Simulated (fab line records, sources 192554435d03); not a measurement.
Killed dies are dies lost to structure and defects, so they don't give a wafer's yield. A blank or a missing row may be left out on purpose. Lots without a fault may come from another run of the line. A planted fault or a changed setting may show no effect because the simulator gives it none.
Split-lot experiment | flow n5_finfet | 7 lots, 21 wafers read, on a route of 1938 steps

THE SPLIT
At N5_SD_EPI_N_ETCH_16 (etches SiO2 in CHF3/O2, target depth 5 nm), the setting target_depth_a was moved away from the recipe's 50 angstrom on 9 of the 21 wafers read, by -8.3% to +11.8%. The other wafers ran this setting at the recipe's value.

The reading is taken at the split's own step.

THE READING
etch.depth_nm (the simulator's own value, which no gauge read), in nm, at N5_SD_EPI_N_ETCH_16 (etches SiO2 in CHF3/O2, target depth 5 nm). The file gives no usual value for it. The 12 wafers here that ran the recipe average 5.019 nm, standard deviation 0.099 nm.

wafer  | tool, chamber at the split | target_depth_a as run, angstrom | against the recipe | etch.depth_nm, nm | against lot-mates on the recipe
L079.2 | rie_diel-03, 1             | 46.93                           | -6.1%              | 4.592             | -0.445
L079.3 | rie_diel-03, 0             | 46.93                           | -6.1%              | 4.513             | -0.524
L079.4 | rie_diel-03, 3             | 50                              | recipe             | 5.037             | -
L080.1 | rie_diel-05, 0             | 51.87                           | +3.7%              | 5.224             | +0.140
L080.2 | rie_diel-05, 3             | 50                              | recipe             | 5.084             | -
L080.4 | rie_diel-05, 1             | 51.87                           | +3.7%              | 5.152             | +0.068
L085.2 | rie_diel-03, 3             | 46.24                           | -7.5%              | 4.728             | -0.127
L085.4 | rie_diel-03, 0             | 50                              | recipe             | 4.826             | -
L085.6 | rie_diel-03, 1             | 50                              | recipe             | 4.884             | -
L093.2 | rie_diel-05, 0             | 45.83                           | -8.3%              | 4.64              | -0.474
L093.3 | rie_diel-05, 1             | 50                              | recipe             | 5.069             | -
L093.4 | rie_diel-05, 3             | 50                              | recipe             | 5.16              | -
L094.2 | rie_diel-02, 0             | 50                              | recipe             | 5.021             | -
L094.5 | rie_diel-02, 2             | 50                              | recipe             | 4.894             | -
L094.6 | rie_diel-02, 3             | 50                              | recipe             | 5.015             | -
L095.2 | rie_diel-05, 1             | 55.91                           | +11.8%             | 5.709             | +0.590
L095.4 | rie_diel-05, 0             | 50                              | recipe             | 5.115             | -
L095.5 | rie_diel-05, 1             | 50                              | recipe             | 5.123             | -
L097.1 | rie_diel-02, 0             | 50                              | recipe             | 4.996             | -
L097.3 | rie_diel-02, 1             | 46.51                           | -7.0%              | 4.56              | -0.436
L097.6 | rie_diel-02, 0             | 46.51                           | -7.0%              | 4.6               | -0.396

THE FIT
A straight line over all 21 wafers: etch.depth_nm changes by +0.0567 nm for each +1% of target_depth_a; r = +0.94; the points scatter about the line by 0.099 nm.
The same after taking each lot's own level away (the mean of its wafers on the recipe; 21 wafers): +0.0513 nm for each +1%; r = +0.94; scatter 0.093 nm.
On that fit, the largest move of target_depth_a shifts the reading by 0.61 nm.
The lots' own levels span 4.8550 to 5.1190 nm, that is 2.7 times the standard deviation above.
So the lot-to-lot level changes the slope: the two fits differ.
Check: with one of the wafers moved furthest among these (+11.8%) left out of the fit, the line predicts +0.583 nm for it against its lot-mates. It came out at +0.59 nm against them.

OTHER SPLITS ON THESE WAFERS
These wafers also went through other splits before the reading. Each is held against what the fit with the lots' levels taken away leaves over:
other split on the same wafers        | wafers away from the commonest value | r with etch.depth_nm (lot level and that fit taken away)
N5_ZERO_LAYER_PECVD_02 time_s         | 6                                    | -0.02
N5_ZERO_LAYER_COAT_05 spin_rpm        | 6                                    | -0.16
N5_ZERO_LAYER_EXPOSE_08 dose_mj       | 5                                    | +0.21
N5_WELL_APT_COAT_02 spin_rpm          | 6                                    | -0.49
N5_FIN_SAQP_EXPOSE_13 dose_mj         | 7                                    | -0.38
N5_FIN_SAQP_DEVELOP_15 develop_time_s | 6                                    | -0.38
N5_FIN_CUT_COAT_19 spin_rpm           | 7                                    | +0.19
N5_DUMMY_GATE_COAT_35 spin_rpm        | 4                                    | +0.18

THE FILE'S OWN FIT
etch.depth_nm changes by +0.0496 nm for each +1% of target_depth_a, r = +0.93.
